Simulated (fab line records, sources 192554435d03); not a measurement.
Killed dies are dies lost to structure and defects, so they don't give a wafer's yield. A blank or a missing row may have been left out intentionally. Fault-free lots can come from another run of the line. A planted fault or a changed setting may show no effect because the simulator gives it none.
The tool behind it: which one? + flow n5Finfet + 12 lots, 36 wafers sampled, at 1 step of a route of 1938

## WHAT EACH GAUGE READ, for each wafer
N5_BEOL_M2_OVL_MEAS_12.
| lot  | measured     | on         | M2_OVL (nm)    |
|------|--------------|------------|----------------|
| L075 | day 7 00:41  | overlay-02 | 1.6 1.5 1.2    |
| L077 | day 7 03:05  | overlay-01 | 0.7 0.3 -0.3   |
| L079 | day 7 14:01  | overlay-01 | 0.6 0.9 0.8    |
| L081 | day 8 08:50  | overlay-02 | -0.6 -0.8 -0.8 |
| L083 | day 8 21:17  | overlay-02 | 0.5 0.8 0.6    |
| L085 | day 9 08:58  | overlay-02 | 1.1 0.6 0.6    |
| L088 | day 9 19:43  | overlay-02 | 1.4 0.5 1.0    |
| L089 | day 10 06:26 | overlay-02 | 0.9 0.1 -0.7   |
| L091 | day 10 21:16 | overlay-02 | 1.0 -0.1 1.0   |
| L093 | day 11 07:16 | overlay-01 | -1.3 0.3 0.7   |
| L095 | day 11 19:17 | overlay-01 | 0.7 2.0 1.6    |
| L097 | day 12 02:44 | overlay-01 | -0.2 -0.9 0.8  |

## WHAT TOOL EACH LOT RAN ON (gives the tool, then ch and the chambers of the sampled wafers, and finally the start)
The record shows no process step preceding these readings.

## THE ANSWER, worked out from the rows above alone
Rule: usual is defined by the lots themselves. Put in order of their means at a reading, lots are off if they are a third of the lots or fewer, leave a main group of 4 or more, and stand apart from it by a gap of 3 or more times the standard deviation of the main group's means; of several such gaps the widest counts. Not used: any main group whose means are identical at the precision the tables above print for the reading. A lot without any number at a reading at which 4 lots or more have one is off too. Any other lot the step has rows for is counted as sound.
No lot is off at any reading shown: from this, nothing can be told.

## WHAT HAD BEEN PUT IN BY THE SIMULATOR
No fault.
